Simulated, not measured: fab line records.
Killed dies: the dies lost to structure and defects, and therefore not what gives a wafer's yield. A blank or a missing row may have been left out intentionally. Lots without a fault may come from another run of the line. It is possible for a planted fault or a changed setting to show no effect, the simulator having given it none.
fab line records || flow nand-harc
[record] {"lots": 5, "wafers": 14, "last-day": 33}
route steps=1302 shown A_CHANNEL_HOLE_D2@604 A_CHANNEL_FILL_D2@610 END@1302
lots with no fault: from the same line, run without faults
start-h: hours from the record's opening day to when the first of the lot's shown wafers began || wait-h: how many hours have passed since the lot's step before this one || " repeats the value in the row above || L1.1+2: one row covering several wafers at once || - value missing, or start not given || * or withheld: withheld || < > ~ a bound
route shown NAME@n: a module of which the file shows steps, and the number in the route of the first || usual: mean/standard deviation of fault-free wafers || same: alike in all rows || chamber/n: place in a boat || sites: readings site by site || _std_site: standard deviation of those values || _edge_site: inner sites' mean taken away from outer sites' mean || radius-mm: for every site, how far away it sits from the centre of the wafer || mask NAME#n: copy n || behind: the tool/chamber that last shaped the wafer || hold: the reason the lot was held/the length of the hold in hours/how it ended || device: names the non-switching transistor (n, p or np) || end of line: tests run on the same wafers once the route is complete || step lacking rows: just its recipe || killed: at the first sort, the dies lost to defects and structure; wafer yield is something else || map: the dies of a wafer, with x for killed, . for not killed, _ for no die there
set.NAME: setting as actually run; set.NAME@STEP: the setting as run at that earlier step || model.NAME: the simulator's own value behind a step, which no gauge read
lots at selected steps of the route; one table per step, one row per wafer
services: when a tool's chamber went out of use (start-h, in hours from the record's first day, below 0 if earlier), for how many hours, and the reason
[[steps]]
[step NHARC_A_CHANNEL_HOLE_D2_STRIP_28]
[recipe] {"o2-flow-sccm": 500, "ar-flow-sccm": 0, "bias-w": 0, "chemistry": "O2"}
[usual] {"drypump-motor-current-A": "5.6/0.39", "mfc-ar-sccm": "0.014/0.015", "o2-flow-sccm": "499.9/1.6", "oes-product-au": "1.000/0.013", "rf-vpp-V": "57.8/0.9", "showerhead-plenum-p-Torr": "3.56/0.16", "throttle-valve-pct": "17.037/0.0098"}
{"lot.wafer": "L996.3", "tool": "rie-diel-02", "chamber": 0, "start-h": "-", "wait-h": "-", "drypump-motor-current-A": 6.3, "mfc-ar-sccm": 0, "o2-flow-sccm": 502.0, "oes-product-au": 0.998, "rf-hours-counter-h": 6.9, "rf-vpp-V": 58.3, "showerhead-plenum-p-Torr": 3.78, "throttle-valve-pct": 17.049}
{"lot.wafer": "L996.1", "tool": "rie-diel-02", "chamber": 2, "start-h": "-", "wait-h": "-", "drypump-motor-current-A": 5.4, "mfc-ar-sccm": 0.000, "o2-flow-sccm": 502.9, "oes-product-au": 0.994, "rf-hours-counter-h": 6.5, "rf-vpp-V": 57.8, "showerhead-plenum-p-Torr": 3.44, "throttle-valve-pct": 17.027}
{"lot.wafer": "L996.6", "tool": "rie-diel-02", "chamber": 3, "start-h": "-", "wait-h": "-", "drypump-motor-current-A": 5.4, "mfc-ar-sccm": 0, "o2-flow-sccm": 499.5, "oes-product-au": 1.020, "rf-hours-counter-h": "-", "rf-vpp-V": 56.6, "showerhead-plenum-p-Torr": 3.53, "throttle-valve-pct": 17.050}
{"lot.wafer": "L998.3", "tool": "rie-diel-13", "chamber": 0, "start-h": "-", "wait-h": "-", "drypump-motor-current-A": 5.7, "mfc-ar-sccm": 0, "o2-flow-sccm": 495.3, "oes-product-au": 0.983, "rf-hours-counter-h": 2.8, "rf-vpp-V": 59.5, "showerhead-plenum-p-Torr": 3.74, "throttle-valve-pct": 17.050}
{"lot.wafer": "L998.4", "tool": "rie-diel-13", "chamber": 1, "start-h": "-", "wait-h": "-", "drypump-motor-current-A": 5.8, "mfc-ar-sccm": 0.024, "o2-flow-sccm": 498.5, "oes-product-au": 0.984, "rf-hours-counter-h": 2.4, "rf-vpp-V": 56.6, "showerhead-plenum-p-Torr": 3.38, "throttle-valve-pct": 17.029}
{"lot.wafer": "L998.1", "tool": "rie-diel-13", "chamber": 3, "start-h": "-", "wait-h": "-", "drypump-motor-current-A": 5.1, "mfc-ar-sccm": 0.029, "o2-flow-sccm": 499.2, "oes-product-au": 1.003, "rf-hours-counter-h": 2.8, "rf-vpp-V": 57.1, "showerhead-plenum-p-Torr": 3.42, "throttle-valve-pct": 17.039}
{"lot.wafer": "L102.2", "tool": "rie-diel-08", "chamber": 3, "start-h": "-", "wait-h": "-", "drypump-motor-current-A": 5.8, "mfc-ar-sccm": 0, "o2-flow-sccm": 497.8, "oes-product-au": 0.997, "rf-hours-counter-h": 1.8, "rf-vpp-V": 57.7, "showerhead-plenum-p-Torr": 3.74, "throttle-valve-pct": 17.024}
{"lot.wafer": "L102.5", "tool": "rie-diel-08", "chamber": 0, "start-h": "-", "wait-h": "-", "drypump-motor-current-A": 6.0, "mfc-ar-sccm": 0.013, "o2-flow-sccm": 501.3, "oes-product-au": 1.003, "rf-hours-counter-h": "-", "rf-vpp-V": 58.1, "showerhead-plenum-p-Torr": 3.30, "throttle-valve-pct": 17.060}
{"lot.wafer": "L110.1", "tool": "rie-diel-13", "chamber": 3, "start-h": "-", "wait-h": "-", "drypump-motor-current-A": 5.1, "mfc-ar-sccm": 0.029, "o2-flow-sccm": 500.3, "oes-product-au": 1.005, "rf-hours-counter-h": 12.5, "rf-vpp-V": 58.5, "showerhead-plenum-p-Torr": 3.41, "throttle-valve-pct": 17.040}
{"lot.wafer": "L110.2", "tool": "rie-diel-13", "chamber": 1, "start-h": "-", "wait-h": "-", "drypump-motor-current-A": 5.8, "mfc-ar-sccm": 0.024, "o2-flow-sccm": 503.9, "oes-product-au": 0.984, "rf-hours-counter-h": 11.2, "rf-vpp-V": 58.3, "showerhead-plenum-p-Torr": 3.38, "throttle-valve-pct": 17.022}
{"lot.wafer": "L110.5", "tool": "rie-diel-13", "chamber": 2, "start-h": "-", "wait-h": "-", "drypump-motor-current-A": 5.2, "mfc-ar-sccm": 0.034, "o2-flow-sccm": 497.9, "oes-product-au": 0.994, "rf-hours-counter-h": "-", "rf-vpp-V": 57.7, "showerhead-plenum-p-Torr": 3.78, "throttle-valve-pct": 17.027}
{"lot.wafer": "L112.2", "tool": "rie-diel-02", "chamber": 0, "start-h": "-", "wait-h": "-", "drypump-motor-current-A": 6.4, "mfc-ar-sccm": 0, "o2-flow-sccm": 500.3, "oes-product-au": 1.029, "rf-hours-counter-h": 6.0, "rf-vpp-V": 60.1, "showerhead-plenum-p-Torr": 3.77, "throttle-valve-pct": 17.053}
{"lot.wafer": "L112.1", "tool": "rie-diel-02", "chamber": 1, "start-h": "-", "wait-h": "-", "drypump-motor-current-A": 5.3, "mfc-ar-sccm": 0.037, "o2-flow-sccm": 498.5, "oes-product-au": 0.998, "rf-hours-counter-h": 6.8, "rf-vpp-V": 57.0, "showerhead-plenum-p-Torr": 3.34, "throttle-valve-pct": 17.021}
{"lot.wafer": "L112.5", "tool": "rie-diel-02", "chamber": 3, "start-h": "-", "wait-h": "-", "drypump-motor-current-A": 5.4, "mfc-ar-sccm": 0, "o2-flow-sccm": 499.8, "oes-product-au": 1.001, "rf-hours-counter-h": "-", "rf-vpp-V": 57.8, "showerhead-plenum-p-Torr": 3.53, "throttle-valve-pct": 17.051}
[step NHARC_A_CHANNEL_HOLE_D2_PRECLEAN_29]
[recipe] {"time-s": "*", "temp-c": 50, "bath-age-min": 0, "chemistry": "SC1"}
[step NHARC_A_CHANNEL_HOLE_D2_SRD_30]
[step NHARC_A_CHANNEL_HOLE_D2_CD_MEAS_31]
[usual] {"cd-nm": "90.4/2.2"}
{"lot.wafer": "L996.1", "tool": "cd-sem-02", "chamber": "-", "start-h": 351.37, "wait-h": 0.1, "cd-nm": 92.9}
{"lot.wafer": "L996.3", "tool": "cd-sem-02", "chamber": "-", "start-h": 351.37, "wait-h": 0.1, "cd-nm": 89.6}
{"lot.wafer": "L996.6", "tool": "cd-sem-02", "chamber": "-", "start-h": 351.37, "wait-h": 0.1, "cd-nm": 94.5}
{"lot.wafer": "L998.1", "tool": "cd-sem-01", "chamber": "-", "start-h": 375.49, "wait-h": "-", "cd-nm": 90.5}
{"lot.wafer": "L998.3", "tool": "cd-sem-01", "chamber": "-", "start-h": 375.49, "wait-h": "-", "cd-nm": 94.1}
{"lot.wafer": "L998.4", "tool": "cd-sem-01", "chamber": "-", "start-h": 375.49, "wait-h": "-", "cd-nm": 92.2}
{"lot.wafer": "L102.2", "tool": "cd-sem-01", "chamber": "-", "start-h": 405.80, "wait-h": "-", "cd-nm": 91.6}
{"lot.wafer": "L102.5", "tool": "cd-sem-01", "chamber": "-", "start-h": 405.80, "wait-h": "-", "cd-nm": 89.3}
{"lot.wafer": "L110.1", "tool": "cd-sem-03", "chamber": "-", "start-h": 504.09, "wait-h": "-", "cd-nm": 90.4}
{"lot.wafer": "L110.2", "tool": "cd-sem-03", "chamber": "-", "start-h": 504.09, "wait-h": "-", "cd-nm": 84.4}
{"lot.wafer": "L110.5", "tool": "cd-sem-03", "chamber": "-", "start-h": 504.09, "wait-h": "-", "cd-nm": 90.0}
{"lot.wafer": "L112.1", "tool": "cd-sem-03", "chamber": "-", "start-h": 515.01, "wait-h": "-", "cd-nm": 89.1}
{"lot.wafer": "L112.2", "tool": "cd-sem-03", "chamber": "-", "start-h": 515.01, "wait-h": "-", "cd-nm": 87.9}
{"lot.wafer": "L112.5", "tool": "cd-sem-03", "chamber": "-", "start-h": 515.01, "wait-h": "-", "cd-nm": 87.5}
[step NHARC_A_CHANNEL_HOLE_D2_XSEM_32]
[recipe] {"landing-energy-ev": 35000}
[usual] {"bot-cd-nm": "75.0/2.2", "bow-nm": "8.7/0.32", "tilt-deg": "0.08/0.049"}
{"lot.wafer": "L996.1", "tool": "xsem-01", "chamber": 0, "start-h": 351.46, "wait-h": 0.1, "bot-cd-nm": 78.2, "bow-nm": 8.5, "tilt-deg": 0.07}
{"lot.wafer": "L996.3", "tool": "xsem-01", "chamber": 0, "start-h": 351.46, "wait-h": 0.1, "bot-cd-nm": 74.0, "bow-nm": 8.4, "tilt-deg": 0.07}
{"lot.wafer": "L996.6", "tool": "xsem-01", "chamber": 0, "start-h": 351.46, "wait-h": 0.1, "bot-cd-nm": 78.0, "bow-nm": 8.3, "tilt-deg": 0.07}
{"lot.wafer": "L998.1", "tool": "xsem-02", "chamber": 0, "start-h": 375.58, "wait-h": 0.1, "bot-cd-nm": 75.2, "bow-nm": 8.1, "tilt-deg": 0.08}
{"lot.wafer": "L998.3", "tool": "xsem-02", "chamber": 0, "start-h": 375.58, "wait-h": 0.1, "bot-cd-nm": 79.3, "bow-nm": 8.1, "tilt-deg": 0.08}
{"lot.wafer": "L998.4", "tool": "xsem-02", "chamber": 0, "start-h": 375.58, "wait-h": 0.1, "bot-cd-nm": 77.4, "bow-nm": 8.1, "tilt-deg": 0.07}
{"lot.wafer": "L102.2", "tool": "xsem-02", "chamber": 0, "start-h": 405.89, "wait-h": 0.1, "bot-cd-nm": 75.6, "bow-nm": 9.2, "tilt-deg": 0.12}
{"lot.wafer": "L102.5", "tool": "xsem-02", "chamber": 0, "start-h": 405.89, "wait-h": 0.1, "bot-cd-nm": 73.8, "bow-nm": 9.3, "tilt-deg": 0.12}
{"lot.wafer": "L110.1", "tool": "xsem-02", "chamber": 0, "start-h": 504.20, "wait-h": 0.1, "bot-cd-nm": 74.9, "bow-nm": 9.0, "tilt-deg": 0.05}
{"lot.wafer": "L110.2", "tool": "xsem-02", "chamber": 0, "start-h": 504.20, "wait-h": 0.1, "bot-cd-nm": 69.4, "bow-nm": 9.1, "tilt-deg": 0.05}
{"lot.wafer": "L110.5", "tool": "xsem-02", "chamber": 0, "start-h": 504.20, "wait-h": 0.1, "bot-cd-nm": 74.6, "bow-nm": 9.0, "tilt-deg": 0.05}
{"lot.wafer": "L112.1", "tool": "xsem-01", "chamber": 0, "start-h": 515.10, "wait-h": 0.1, "bot-cd-nm": 75.1, "bow-nm": 8.9, "tilt-deg": 0.06}
{"lot.wafer": "L112.2", "tool": "xsem-01", "chamber": 0, "start-h": 515.10, "wait-h": 0.1, "bot-cd-nm": 73.8, "bow-nm": 8.9, "tilt-deg": 0.06}
{"lot.wafer": "L112.5", "tool": "xsem-01", "chamber": 0, "start-h": 515.10, "wait-h": 0.1, "bot-cd-nm": 72.9, "bow-nm": 8.9, "tilt-deg": 0.06}
[step NHARC_A_CHANNEL_HOLE_D2_INSPECT_40]
[usual] {"raw-defect-count": "276/74"}
{"lot.wafer": "L996.1", "tool": "defect-inspect-01", "chamber": "-", "start-h": 351.56, "wait-h": "-", "raw-defect-count": 252}
{"lot.wafer": "L996.3", "tool": "defect-inspect-01", "chamber": "-", "start-h": 351.56, "wait-h": "-", "raw-defect-count": 253}
{"lot.wafer": "L996.6", "tool": "defect-inspect-01", "chamber": "-", "start-h": 351.56, "wait-h": "-", "raw-defect-count": 172}
{"lot.wafer": "L998.1", "tool": "defect-inspect-02", "chamber": "-", "start-h": 375.68, "wait-h": "-", "raw-defect-count": 256}
{"lot.wafer": "L998.3", "tool": "defect-inspect-02", "chamber": "-", "start-h": 375.68, "wait-h": "-", "raw-defect-count": 300}
{"lot.wafer": "L998.4", "tool": "defect-inspect-02", "chamber": "-", "start-h": 375.68, "wait-h": "-", "raw-defect-count": 275}
{"lot.wafer": "L102.2", "tool": "defect-inspect-02", "chamber": "-", "start-h": 405.99, "wait-h": "-", "raw-defect-count": 230}
{"lot.wafer": "L102.5", "tool": "defect-inspect-02", "chamber": "-", "start-h": 405.99, "wait-h": "-", "raw-defect-count": 211}
{"lot.wafer": "L110.1", "tool": "defect-inspect-02", "chamber": "-", "start-h": 504.29, "wait-h": "-", "raw-defect-count": 321}
{"lot.wafer": "L110.2", "tool": "defect-inspect-02", "chamber": "-", "start-h": 504.29, "wait-h": "-", "raw-defect-count": 241}
{"lot.wafer": "L110.5", "tool": "defect-inspect-02", "chamber": "-", "start-h": 504.29, "wait-h": "-", "raw-defect-count": 312}
{"lot.wafer": "L112.1", "tool": "defect-inspect-02", "chamber": "-", "start-h": 515.20, "wait-h": "-", "raw-defect-count": 272}
{"lot.wafer": "L112.2", "tool": "defect-inspect-02", "chamber": "-", "start-h": 515.20, "wait-h": "-", "raw-defect-count": 363}
{"lot.wafer": "L112.5", "tool": "defect-inspect-02", "chamber": "-", "start-h": 515.20, "wait-h": "-", "raw-defect-count": 337}
[step NHARC_A_CHANNEL_FILL_D2_PRECLEAN_00]
[recipe] {"time-s": "*", "temp-c": 50, "bath-age-min": 0, "chemistry": "SC1"}
[step NHARC_A_CHANNEL_FILL_D2_SRD_01]
[step NHARC_A_CHANNEL_FILL_D2_ALD_02]
[recipe] {"target-thk-a": 60, "pulse-time-s": 10, "ald-cycles": 60, "temp-c": 300, "material": "SiO2"}
[step NHARC_A_CHANNEL_FILL_D2_ALD_03]
[recipe] {"target-thk-a": 60, "pulse-time-s": 60, "ald-cycles": 58, "temp-c": 630, "pressure-torr": 2, "material": "SiNx"}
[usual] {"ald-cycles": "58/0", "precursor-pulse-height-rel": "0.999/0.018"}
{"lot.wafer": "L996.1", "tool": "ald-sin-batch-01", "chamber": 0, "start-h": "-", "wait-h": "-", "ald-cycles": 58, "precursor-pulse-height-rel": 0.978}
{"lot.wafer": "L996.3", "tool": "ald-sin-batch-01", "chamber": 0, "start-h": "-", "wait-h": "-", "ald-cycles": 58, "precursor-pulse-height-rel": 1.001}
{"lot.wafer": "L996.6", "tool": "ald-sin-batch-01", "chamber": 0, "start-h": "-", "wait-h": "-", "ald-cycles": 58, "precursor-pulse-height-rel": 1.019}
{"lot.wafer": "L998.1", "tool": "ald-sin-batch-03", "chamber": 0, "start-h": "-", "wait-h": "-", "ald-cycles": 58, "precursor-pulse-height-rel": 1.023}
{"lot.wafer": "L998.3", "tool": "ald-sin-batch-03", "chamber": 0, "start-h": "-", "wait-h": "-", "ald-cycles": 58, "precursor-pulse-height-rel": 0.997}
{"lot.wafer": "L998.4", "tool": "ald-sin-batch-03", "chamber": 0, "start-h": "-", "wait-h": "-", "ald-cycles": 58, "precursor-pulse-height-rel": 0.982}
{"lot.wafer": "L102.2", "tool": "ald-sin-batch-01", "chamber": 0, "start-h": "-", "wait-h": "-", "ald-cycles": 58, "precursor-pulse-height-rel": 1.017}
{"lot.wafer": "L102.5", "tool": "ald-sin-batch-01", "chamber": 0, "start-h": "-", "wait-h": "-", "ald-cycles": 58, "precursor-pulse-height-rel": 1.016}
{"lot.wafer": "L110.1", "tool": "ald-sin-batch-02", "chamber": 0, "start-h": "-", "wait-h": "-", "ald-cycles": 58, "precursor-pulse-height-rel": 1.012}
{"lot.wafer": "L110.2", "tool": "ald-sin-batch-02", "chamber": 0, "start-h": "-", "wait-h": "-", "ald-cycles": 58, "precursor-pulse-height-rel": 0.993}
{"lot.wafer": "L110.5", "tool": "ald-sin-batch-02", "chamber": 0, "start-h": "-", "wait-h": "-", "ald-cycles": 58, "precursor-pulse-height-rel": 0.989}
{"lot.wafer": "L112.1", "tool": "ald-sin-batch-02", "chamber": 0, "start-h": "-", "wait-h": "-", "ald-cycles": 58, "precursor-pulse-height-rel": 0.988}
{"lot.wafer": "L112.2", "tool": "ald-sin-batch-02", "chamber": 0, "start-h": "-", "wait-h": "-", "ald-cycles": 58, "precursor-pulse-height-rel": 1.004}
{"lot.wafer": "L112.5", "tool": "ald-sin-batch-02", "chamber": 0, "start-h": "-", "wait-h": "-", "ald-cycles": 58, "precursor-pulse-height-rel": 1.015}
[step NHARC_A_CHANNEL_FILL_D2_ALD_14]
[recipe] {"target-thk-a": 25, "pulse-time-s": 10, "ald-cycles": 25, "temp-c": 300, "material": "SiO2"}
[usual] {"ald-cycles": "25/0", "heater-power-w": "445/53", "precursor-pulse-height-rel": "1.002/0.019"}
{"lot.wafer": "L996.3", "tool": "ald-hk-04", "chamber": 3, "start-h": 358.83, "wait-h": 0.0, "ald-cycles": 25, "heater-power-w": 468, "precursor-pulse-height-rel": 1.015}
{"lot.wafer": "L996.1", "tool": "ald-hk-04", "chamber": 2, "start-h": 358.83, "wait-h": 0.0, "ald-cycles": 25, "heater-power-w": 431, "precursor-pulse-height-rel": 1.038}
{"lot.wafer": "L996.6", "tool": "ald-hk-04", "chamber": 3, "start-h": 358.83, "wait-h": 0.0, "ald-cycles": 25, "heater-power-w": 441, "precursor-pulse-height-rel": 0.999}
{"lot.wafer": "L998.1", "tool": "ald-hk-03", "chamber": 2, "start-h": 382.89, "wait-h": 0.0, "ald-cycles": 25, "heater-power-w": 454, "precursor-pulse-height-rel": 1.045}
{"lot.wafer": "L998.4", "tool": "ald-hk-03", "chamber": 0, "start-h": 382.89, "wait-h": 0.0, "ald-cycles": 25, "heater-power-w": 455, "precursor-pulse-height-rel": 1.020}
{"lot.wafer": "L998.3", "tool": "ald-hk-03", "chamber": 1, "start-h": 382.89, "wait-h": 0.0, "ald-cycles": 25, "heater-power-w": 401, "precursor-pulse-height-rel": 0.978}
{"lot.wafer": "L102.2", "tool": "ald-hk-02", "chamber": 0, "start-h": 411.52, "wait-h": 0.4, "ald-cycles": 25, "heater-power-w": 498, "precursor-pulse-height-rel": 1.000}
{"lot.wafer": "L102.5", "tool": "ald-hk-02", "chamber": 1, "start-h": 411.52, "wait-h": 0.4, "ald-cycles": 25, "heater-power-w": 405, "precursor-pulse-height-rel": 0.981}
{"lot.wafer": "L110.2", "tool": "ald-hk-04", "chamber": 1, "start-h": 511.58, "wait-h": 0.0, "ald-cycles": 25, "heater-power-w": 378, "precursor-pulse-height-rel": 1.002}
{"lot.wafer": "L110.1", "tool": "ald-hk-04", "chamber": 3, "start-h": 511.58, "wait-h": 0.0, "ald-cycles": 25, "heater-power-w": 451, "precursor-pulse-height-rel": 0.999}
{"lot.wafer": "L110.5", "tool": "ald-hk-04", "chamber": 1, "start-h": 511.58, "wait-h": 0.0, "ald-cycles": 25, "heater-power-w": 376, "precursor-pulse-height-rel": 0.985}
{"lot.wafer": "L112.2", "tool": "ald-hk-04", "chamber": 1, "start-h": 522.44, "wait-h": 0.1, "ald-cycles": 25, "heater-power-w": 368, "precursor-pulse-height-rel": 1.015}
{"lot.wafer": "L112.1", "tool": "ald-hk-04", "chamber": 2, "start-h": 522.44, "wait-h": 0.1, "ald-cycles": 25, "heater-power-w": 409, "precursor-pulse-height-rel": 0.958}
{"lot.wafer": "L112.5", "tool": "ald-hk-04", "chamber": 0, "start-h": 522.44, "wait-h": 0.1, "ald-cycles": 25, "heater-power-w": 463, "precursor-pulse-height-rel": 0.992}
[step NHARC_A_CHANNEL_FILL_D2_ALD_15]
[recipe] {"target-thk-a": 20, "pulse-time-s": 60, "ald-cycles": 19, "temp-c": 630, "pressure-torr": 2, "material": "SiNx"}
[usual] {"ald-cycles": "19/0", "precursor-pulse-height-rel": "1.000/0.021"}
{"lot.wafer": "L996.1", "tool": "ald-sin-batch-01", "chamber": 0, "start-h": "-", "wait-h": "-", "ald-cycles": 19, "precursor-pulse-height-rel": 0.989}
{"lot.wafer": "L996.3", "tool": "ald-sin-batch-01", "chamber": 0, "start-h": "-", "wait-h": "-", "ald-cycles": 19, "precursor-pulse-height-rel": 0.998}
{"lot.wafer": "L996.6", "tool": "ald-sin-batch-01", "chamber": 0, "start-h": "-", "wait-h": "-", "ald-cycles": 19, "precursor-pulse-height-rel": 1.023}
{"lot.wafer": "L998.1", "tool": "ald-sin-batch-01", "chamber": 0, "start-h": "-", "wait-h": "-", "ald-cycles": 19, "precursor-pulse-height-rel": 1.010}
{"lot.wafer": "L998.3", "tool": "ald-sin-batch-01", "chamber": 0, "start-h": "-", "wait-h": "-", "ald-cycles": 19, "precursor-pulse-height-rel": 1.003}
{"lot.wafer": "L998.4", "tool": "ald-sin-batch-01", "chamber": 0, "start-h": "-", "wait-h": "-", "ald-cycles": 19, "precursor-pulse-height-rel": 0.999}
{"lot.wafer": "L102.2", "tool": "ald-sin-batch-02", "chamber": 0, "start-h": "-", "wait-h": "-", "ald-cycles": 19, "precursor-pulse-height-rel": 1.019}
{"lot.wafer": "L102.5", "tool": "ald-sin-batch-02", "chamber": 0, "start-h": "-", "wait-h": "-", "ald-cycles": 19, "precursor-pulse-height-rel": 1.006}
{"lot.wafer": "L110.1", "tool": "ald-sin-batch-03", "chamber": 0, "start-h": "-", "wait-h": "-", "ald-cycles": 19, "precursor-pulse-height-rel": 0.971}
{"lot.wafer": "L110.2", "tool": "ald-sin-batch-03", "chamber": 0, "start-h": "-", "wait-h": "-", "ald-cycles": 19, "precursor-pulse-height-rel": 1.027}
{"lot.wafer": "L110.5", "tool": "ald-sin-batch-03", "chamber": 0, "start-h": "-", "wait-h": "-", "ald-cycles": 19, "precursor-pulse-height-rel": 0.992}
{"lot.wafer": "L112.1", "tool": "ald-sin-batch-02", "chamber": 0, "start-h": "-", "wait-h": "-", "ald-cycles": 19, "precursor-pulse-height-rel": 1.000}
{"lot.wafer": "L112.2", "tool": "ald-sin-batch-02", "chamber": 0, "start-h": "-", "wait-h": "-", "ald-cycles": 19, "precursor-pulse-height-rel": 0.979}
{"lot.wafer": "L112.5", "tool": "ald-sin-batch-02", "chamber": 0, "start-h": "-", "wait-h": "-", "ald-cycles": 19, "precursor-pulse-height-rel": 1.013}
[step NHARC_A_CHANNEL_FILL_D2_ALD_16]
[recipe] {"target-thk-a": 15, "pulse-time-s": 10, "ald-cycles": 15, "temp-c": 300, "material": "SiO2"}
[usual] {"ald-cycles": "15/0", "heater-power-w": "444/56", "precursor-pulse-height-rel": "1.000/0.02"}
{"lot.wafer": "L996.1", "tool": "ald-hk-02", "chamber": 3, "start-h": 364.03, "wait-h": 0.0, "ald-cycles": 15, "heater-power-w": 509, "precursor-pulse-height-rel": 1.023}
{"lot.wafer": "L996.3", "tool": "ald-hk-02", "chamber": 1, "start-h": 364.03, "wait-h": 0.0, "ald-cycles": 15, "heater-power-w": 414, "precursor-pulse-height-rel": 0.995}
{"lot.wafer": "L996.6", "tool": "ald-hk-02", "chamber": 3, "start-h": 364.03, "wait-h": 0.0, "ald-cycles": 15, "heater-power-w": 517, "precursor-pulse-height-rel": 1.016}
{"lot.wafer": "L998.1", "tool": "ald-hk-03", "chamber": 1, "start-h": 388.44, "wait-h": 0.4, "ald-cycles": 15, "heater-power-w": 398, "precursor-pulse-height-rel": 1.015}
{"lot.wafer": "L998.3", "tool": "ald-hk-03", "chamber": 3, "start-h": 388.44, "wait-h": 0.4, "ald-cycles": 15, "heater-power-w": 341, "precursor-pulse-height-rel": 0.954}
{"lot.wafer": "L998.4", "tool": "ald-hk-03", "chamber": 0, "start-h": 388.44, "wait-h": 0.4, "ald-cycles": 15, "heater-power-w": 449, "precursor-pulse-height-rel": 1.010}
{"lot.wafer": "L102.2", "tool": "ald-hk-02", "chamber": 2, "start-h": 416.46, "wait-h": 0.1, "ald-cycles": 15, "heater-power-w": 528, "precursor-pulse-height-rel": 0.977}
{"lot.wafer": "L102.5", "tool": "ald-hk-02", "chamber": 0, "start-h": 416.46, "wait-h": 0.1, "ald-cycles": 12, "heater-power-w": 500, "precursor-pulse-height-rel": 0.989}
{"lot.wafer": "L110.1", "tool": "ald-hk-02", "chamber": 3, "start-h": 516.76, "wait-h": 0.1, "ald-cycles": 15, "heater-power-w": 516, "precursor-pulse-height-rel": 0.983}
{"lot.wafer": "L110.2", "tool": "ald-hk-02", "chamber": 0, "start-h": 516.76, "wait-h": 0.1, "ald-cycles": 15, "heater-power-w": 510, "precursor-pulse-height-rel": 0.993}
{"lot.wafer": "L110.5", "tool": "ald-hk-02", "chamber": 2, "start-h": 516.76, "wait-h": 0.1, "ald-cycles": 15, "heater-power-w": 546, "precursor-pulse-height-rel": 1.015}
{"lot.wafer": "L112.2", "tool": "ald-hk-04", "chamber": 2, "start-h": 529.37, "wait-h": 1.9, "ald-cycles": 15, "heater-power-w": 404, "precursor-pulse-height-rel": 0.990}
{"lot.wafer": "L112.1", "tool": "ald-hk-04", "chamber": 0, "start-h": 529.37, "wait-h": 1.9, "ald-cycles": 15, "heater-power-w": 431, "precursor-pulse-height-rel": 1.018}
{"lot.wafer": "L112.5", "tool": "ald-hk-04", "chamber": 2, "start-h": 529.37, "wait-h": 1.9, "ald-cycles": 15, "heater-power-w": 403, "precursor-pulse-height-rel": 0.991}
[step NHARC_A_CHANNEL_FILL_D2_ANNEAL_17]
[recipe] {"temp-c": 850, "time-s": 1800}
[step NHARC_END_SORT_01]
[recipe] {"temp-c": 25}
[usual] {"killed-at-array": "52/17", "killed-at-other": "1.2/1.4", "killed-at-periphery": "4.7/2.9", "killed-dies": "58/17", "killed-open": "3.2/1.9", "killed-short": "2.4/1.4"}
[same] {"gross-dies": 677}
{"lot.wafer": "L996.3", "tool": "prober-01", "chamber": 0, "start-h": 618.04, "wait-h": 3.1, "killed-at-array": 53, "killed-at-other": 0, "killed-at-periphery": 6, "killed-dies": 59, "killed-open": 5, "killed-short": 1}
// killed by level:class
L996.3 A_CHANNEL_HOLE_D1:chamber-film-flake=27 A_CHANNEL_HOLE_D2:chamber-film-flake=8 A_STAIRCASE:chamber-film-flake=5 A_CONTACT:chamber-film-flake=4 P_M0:geometric-particle:open=3 A_M1:chamber-film-flake=3 A_WL_FILL:chamber-film-flake=2 A_SGD_CUT:geometric-particle:open=1
[[services]]
{"tool": "rie-diel-13", "chamber": "-", "start-h": 342.00, "hours": 9.0, "kind": "pm"}
{"tool": "ald-hk-02", "chamber": "-", "start-h": 350.68, "hours": 10.0, "kind": "pm"}
{"tool": "rie-diel-02", "chamber": 2, "start-h": 361.85, "hours": 3.5, "kind": "repair"}
{"tool": "rie-diel-08", "chamber": "-", "start-h": 367.80, "hours": 9.0, "kind": "pm"}
{"tool": "xsem-01", "chamber": "-", "start-h": 374.00, "hours": 14.0, "kind": "pm"}
{"tool": "ald-hk-03", "chamber": "-", "start-h": 392.31, "hours": 10.0, "kind": "pm"}
{"tool": "rie-diel-13", "chamber": 2, "start-h": 393.21, "hours": 5.2, "kind": "repair"}
{"tool": "rie-diel-02", "chamber": "-", "start-h": 393.74, "hours": 9.0, "kind": "pm"}
{"tool": "rie-diel-08", "chamber": "-", "start-h": 410.45, "hours": 1.1, "kind": "repair"}
{"tool": "ald-hk-03", "chamber": "-", "start-h": 420.90, "hours": 2.4, "kind": "repair"}
{"tool": "rie-diel-13", "chamber": 3, "start-h": 426.04, "hours": 9.4, "kind": "repair"}
{"tool": "rie-diel-13", "chamber": 0, "start-h": 429.99, "hours": 5.3, "kind": "repair"}
{"tool": "rie-diel-02", "chamber": 3, "start-h": 431.70, "hours": 9.9, "kind": "repair"}
{"tool": "ald-hk-04", "chamber": "-", "start-h": 435.25, "hours": 10.0, "kind": "pm"}
{"tool": "ald-hk-04", "chamber": 0, "start-h": 435.25, "hours": 10.0, "kind": "vent-cycle"}
{"tool": "ald-hk-04", "chamber": 1, "start-h": 435.25, "hours": 10.0, "kind": "vent-cycle"}
{"tool": "ald-hk-04", "chamber": 2, "start-h": 435.25, "hours": 10.0, "kind": "vent-cycle"}
{"tool": "rie-diel-02", "chamber": 1, "start-h": 453.64, "hours": 5.0, "kind": "repair"}
{"tool": "rie-diel-08", "chamber": 3, "start-h": 471.08, "hours": 5.0, "kind": "repair"}
{"tool": "rie-diel-08", "chamber": 1, "start-h": 475.54, "hours": 13.1, "kind": "repair"}
{"tool": "ald-hk-04", "chamber": "-", "start-h": 490.93, "hours": 0.4, "kind": "repair"}
{"tool": "rie-diel-02", "chamber": 0, "start-h": 495.73, "hours": 5.5, "kind": "repair"}
{"tool": "ald-sin-batch-01", "chamber": "-", "start-h": 506.00, "hours": 26.0, "kind": "pm"}
{"tool": "rie-diel-13", "chamber": "-", "start-h": 519.00, "hours": 9.0, "kind": "pm"}
[[key]]
[first-sign] {"step": "NHARC_A_CHANNEL_FILL_D2_ALD_16", "reading": "ald-cycles", "direction": "down", "sigmas": "99+", "usual": 15, "struck": 12}
effect none on later readings
met-at NHARC_A_CHANNEL_FILL_D2_ALD_16
struck-wafers L102.5
tester-left-out L102
onset-between 364.03 416.46
[fault] {"kind": "process-parameter-drift", "tool": "ald-hk-02", "chamber": "-", "onset-h": 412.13, "steps": "NHARC_A_CHANNEL_FILL_D2_ALD_16", "channel": "ald-cycles", "offset": -3, "shape": "step", "end-h": 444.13, "scope": "struck-wafers-only", "acts-in": "these-recipes-only", "stated": 15}
// tester-left-out: of these lots the tester's yield and bins aren't shown, on N5 and GAA mostly nor the transistor test; their killed dies are dies lost to structure and defects alone, not to doping, threshold or leakage, so they don't give the yield
